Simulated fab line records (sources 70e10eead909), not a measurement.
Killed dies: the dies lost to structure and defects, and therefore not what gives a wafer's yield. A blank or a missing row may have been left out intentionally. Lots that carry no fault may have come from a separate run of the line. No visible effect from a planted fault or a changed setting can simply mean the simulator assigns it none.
Struck lot and sound lot, side by side || flow nand-harc || 38 steps out of a route of 1302
Sound: these wafers, L501.2, L501.3, L501.5. Wafers struck: L514.2, L514.3, L514.5. Last of all comes the cause.
For every step that has rows: the tool of each side, followed by ch and its chambers, followed by its first start. Under that, the readings that differ: sound wafers || struck wafers || difference of the means || sigmas: that difference in standard deviations of wafers without a fault.
alike: words and numbers the same on both sides, and readings whose means are apart by under 2 such deviations; not compared: readings that were withheld, readings missing a value for some wafer, numbers with overlapping values and no deviation given by the record, and bounds like >300 which may hide the same value.
The two part at a step that has a row with sigmas, a row that says differs or no value, or rows on one side only. When numbers do not overlap yet have no deviation, they are printed without sigmas and do not part them. Lack of a reading on every wafer of one side parts them only where that side has two or more wafers.

first, 8 steps without rows for these wafers: NHARC_A_CHANNEL_HOLE_D1_COAT_36 (time 75 s); NHARC_A_CHANNEL_HOLE_D1_COAT_37 (time 65 s); NHARC_A_CHANNEL_HOLE_D1_COAT_04 (resist thk 90 nm); NHARC_A_CHANNEL_HOLE_D1_SOFTBAKE_05 (time 55 s); NHARC_A_CHANNEL_HOLE_D1_EBR_06; NHARC_A_CHANNEL_HOLE_D1_EXPOSE_07 (exposes mask HOLE D1, target cd 100 nm); NHARC_A_CHANNEL_HOLE_D1_PEB_08 (peb time 65 s); NHARC_A_CHANNEL_HOLE_D1_DEVELOP_09 (develop time 35 s).
NHARC_A_CHANNEL_HOLE_D1_CD_MEAS_10: the cd target is 100 nm.
  sound on cd-sem-01 ch 0, day 9 03:44; struck on cd-sem-01 ch 0, day 14 08:56
  alike: cd-nm
NHARC_A_CHANNEL_HOLE_D1_OVL_MEAS_11:
  sound: overlay-02 at day 9 03:49; struck: overlay-02 at day 14 09:01
  alike: overlay-x-nm, overlay-y-nm
NHARC_A_CHANNEL_HOLE_D1_INSPECT_12:
  sound: defect-inspect-02 at day 9 03:51; struck: defect-inspect-02 at day 14 09:03
  alike: raw-defect-count
then, 1 step without rows for these wafers: NHARC_A_CHANNEL_HOLE_D1_DESCUM_15 (chemistry O2, time 3 s).
NHARC_A_CHANNEL_HOLE_D1_ETCH_38: etches the open film in CF4, target depth 39 nm, time 65 s.
  sound on rie-diel-06 ch 0,1,2, day 9 04:01; struck on rie-diel-08 ch 1,3, day 14 09:13
  alike: drypump-motor-current-A, oes-product-au, rf-vpp-V, showerhead-plenum-p-Torr, throttle-valve-pct
  not compared: rf-hours-counter-h
then, 3 steps without rows for these wafers: NHARC_A_CHANNEL_HOLE_D1_ETCH_39 (etches the open film in N2/H2, target depth 260 nm, time 325 s); NHARC_A_CHANNEL_HOLE_D1_ETCH_34 (etches the open film in CF4/CHF3, target depth 154 nm, time 77 s); NHARC_A_CHANNEL_HOLE_D1_ETCH_16 (etches the open film in O2/COS, target depth 3100 nm, time 806 s).
NHARC_A_CHANNEL_HOLE_D1_CD_MEAS_18:
  sound: cd-sem-03 at day 9 05:01; struck: cd-sem-03 at day 14 10:26
  alike: cd-nm
then, 2 steps without rows for these wafers: NHARC_A_CHANNEL_HOLE_D1_ETCH_19 (etches the open film in C4F8/O2/Ar, time 34.5 s); NHARC_A_CHANNEL_HOLE_D1_ETCH_20 (etches the open film in C4F8/O2/Ar, time 361.9 s, target depth 1600 nm).
NHARC_A_CHANNEL_HOLE_D1_ETCH_21: etches the open film in C4F8/O2/Ar, time 514.3 s, target depth 1600 nm.
  sound on har-etch-01 ch 0,1, day 9 08:20; struck on har-etch-02 ch 0,1, day 14 10:56
  alike: drypump-motor-current-A, showerhead-plenum-p-Torr, throttle-valve-pct
  not compared: rf-hours-counter-h
then, 1 step without rows for these wafers: NHARC_A_CHANNEL_HOLE_D1_ETCH_22 (etches the open film in C4F8/O2/Ar, time 666.7 s, target depth 1600 nm).
NHARC_A_CHANNEL_HOLE_D1_ETCH_23: etches the open film in C4F8/O2/Ar, time 819 s, target depth 1600 nm.
  sound on har-etch-01 ch 0,1, day 9 09:21; struck on har-etch-02 ch 0,1, day 14 11:56
  alike: drypump-motor-current-A, showerhead-plenum-p-Torr, throttle-valve-pct
  not compared: rf-hours-counter-h
NHARC_A_CHANNEL_HOLE_D1_ETCH_24: etches the open film in C4F8/O2/Ar, time 906.2 s, target depth 1500 nm.
  sound on har-etch-01 ch 0,1, day 9 10:03; struck on har-etch-02 ch 0,1, day 14 12:38
  alike: drypump-motor-current-A, showerhead-plenum-p-Torr, throttle-valve-pct
  not compared: rf-hours-counter-h
then, 2 steps without rows for these wafers: NHARC_A_CHANNEL_HOLE_D1_ETCH_25 (etches the open film in C4F8/O2/Ar, time 1040.2 s, target depth 1500 nm); NHARC_A_CHANNEL_HOLE_D1_ETCH_26 (etches the open film in C4F8/O2/Ar, time 224.1 s, target depth 300 nm).
NHARC_A_CHANNEL_HOLE_D1_ETCH_33: etches the open film in C4F8/O2/Ar, time 90 s, target depth 400 nm.
  sound on har-etch-01 ch 0,1, day 9 11:53; struck on har-etch-02 ch 0,1, day 14 14:29
  alike: drypump-motor-current-A, showerhead-plenum-p-Torr, throttle-valve-pct
  not compared: rf-hours-counter-h
then, 4 steps without rows for these wafers: NHARC_A_CHANNEL_HOLE_D1_STRIP_41 (strips in N2/H2); NHARC_A_CHANNEL_HOLE_D1_STRIP_42 (strips in CF4/CHF3); NHARC_A_CHANNEL_HOLE_D1_STRIP_43 (strips in O2/COS); NHARC_A_CHANNEL_HOLE_D1_ETCH_44 (etches the open film in CF4/O2, target depth 140 nm, overetch 14 nm, time 77 s).
NHARC_A_CHANNEL_HOLE_D1_STRIP_27: strips in O2.
  sound: rie-diel-06 ch 0,2; struck: rie-diel-03 ch 0,2,3
  alike: drypump-motor-current-A, oes-product-au, rf-vpp-V, showerhead-plenum-p-Torr, throttle-valve-pct
  not compared: rf-hours-counter-h
then, 2 steps without rows for these wafers: NHARC_A_CHANNEL_HOLE_D1_PRECLEAN_28 (cleans in SC1); NHARC_A_CHANNEL_HOLE_D1_SRD_29.
NHARC_A_CHANNEL_HOLE_D1_CD_MEAS_30:
  sound: cd-sem-03 at day 9 13:34; struck: cd-sem-02 at day 14 16:01
  alike: cd-nm
then, 1 step without rows for these wafers: NHARC_A_CHANNEL_HOLE_D1_XSEM_31.
NHARC_A_CHANNEL_HOLE_D1_INSPECT_40:
  sound: defect-inspect-01 at day 9 13:45; struck: defect-inspect-02 at day 14 16:12
{"reading": "raw-defect-count", "sound": "53 54 59", "struck": "888 850 864", "difference": "+812", "sigmas": "+34"}
then, 1 step without rows for these wafers: NHARC_A_CHANNEL_FILL_D1_PRECLEAN_00 (cleans in SC1).
-- jump in the record: it breaks off in module A_CHANNEL_FILL_D1 and resumes in module END (first step shown: number 1302 of the route), and 16 days separate the struck wafers' starts before and after --
NHARC_END_SORT_01:
  at this point the record logs the struck wafers (prober-01 ch 0, day 30 08:45) and has no rows for the sound ones

== WHERE THEY PART ==
First at NHARC_A_CHANNEL_HOLE_D1_INSPECT_40; last, within this record, at NHARC_END_SORT_01.

WHY: what had been put in by the simulator
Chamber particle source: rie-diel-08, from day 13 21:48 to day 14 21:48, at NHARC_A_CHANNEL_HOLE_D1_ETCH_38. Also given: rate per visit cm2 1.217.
